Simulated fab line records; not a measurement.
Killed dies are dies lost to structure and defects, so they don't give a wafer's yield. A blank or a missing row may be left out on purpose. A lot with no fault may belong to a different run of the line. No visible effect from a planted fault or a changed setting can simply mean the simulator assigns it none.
Which tool is to blame?	flow nand-harc	6 lots with 18 wafers sampled at 3 steps, on a route of 1302 steps

WHAT THE GAUGES SHOWED, per wafer
NHARC_A_CHANNEL_HOLE_D2_INSPECT_40.
lot	measured	on	raw-defect-count
L674	day 14 04:08	defect-inspect-01	161 267 324
L678	day 16 04:55	defect-inspect-01	195 431 230
L680	day 17 17:20	defect-inspect-01	289 236 295
L682	day 17 21:52	defect-inspect-01	289 208 225
L685	day 19 06:10	defect-inspect-01	309 323 369
L695	day 23 07:38	defect-inspect-01	287 242 317

TOOL THAT RAN EACH LOT (tool first, then ch and the chambers of the sampled wafers, then the start)
lot	NHARC_A_CHANNEL_HOLE_D2_ETCH_22	NHARC_A_CHANNEL_HOLE_D2_ETCH_23
L674	har-etch-02 ch 0, day 13 19:59	har-etch-02 ch 0, day 13 21:08
L678	har-etch-01 ch 0,1, day 16 00:16	har-etch-01 ch 0,1, day 16 00:52
L680	har-etch-01 ch 0,1, day 17 12:22	har-etch-01 ch 0,1, day 17 12:56
L682	har-etch-02 ch 1, day 17 16:57	har-etch-02 ch 1, day 17 17:32
L685	har-etch-01 ch 0,1, day 19 01:20	har-etch-01 ch 0,1, day 19 01:55
L695	har-etch-01 ch 0, day 23 02:48	har-etch-01 ch 0, day 23 03:23
- NHARC_A_CHANNEL_HOLE_D2_ETCH_22: etches the open film in C4F8/O2/Ar, time 666.7 s, target depth 1600 nm.
- NHARC_A_CHANNEL_HOLE_D2_ETCH_23: etches the open film in C4F8/O2/Ar, time 819 s, target depth 1600 nm.

THE ANSWER, worked out from the rows above alone
Rule: the usual values come from the lots themselves. The widest of any qualifying gaps counts: lots, ordered by their means at a reading, are off when they make up no more than a third of the lots, leave a main group of 4 or more, and stand apart from it by 3 or more times the standard deviation of that group's means. If all means in a main group match to the digits the tables above print for the reading, that group is not used. A lot without any number at a reading at which 4 lots or more have one is off too. The other lots that the step has rows for count as sound.
Nothing can be told from this: no lot is off at any reading shown.

WHAT THE SIMULATOR PUT IN
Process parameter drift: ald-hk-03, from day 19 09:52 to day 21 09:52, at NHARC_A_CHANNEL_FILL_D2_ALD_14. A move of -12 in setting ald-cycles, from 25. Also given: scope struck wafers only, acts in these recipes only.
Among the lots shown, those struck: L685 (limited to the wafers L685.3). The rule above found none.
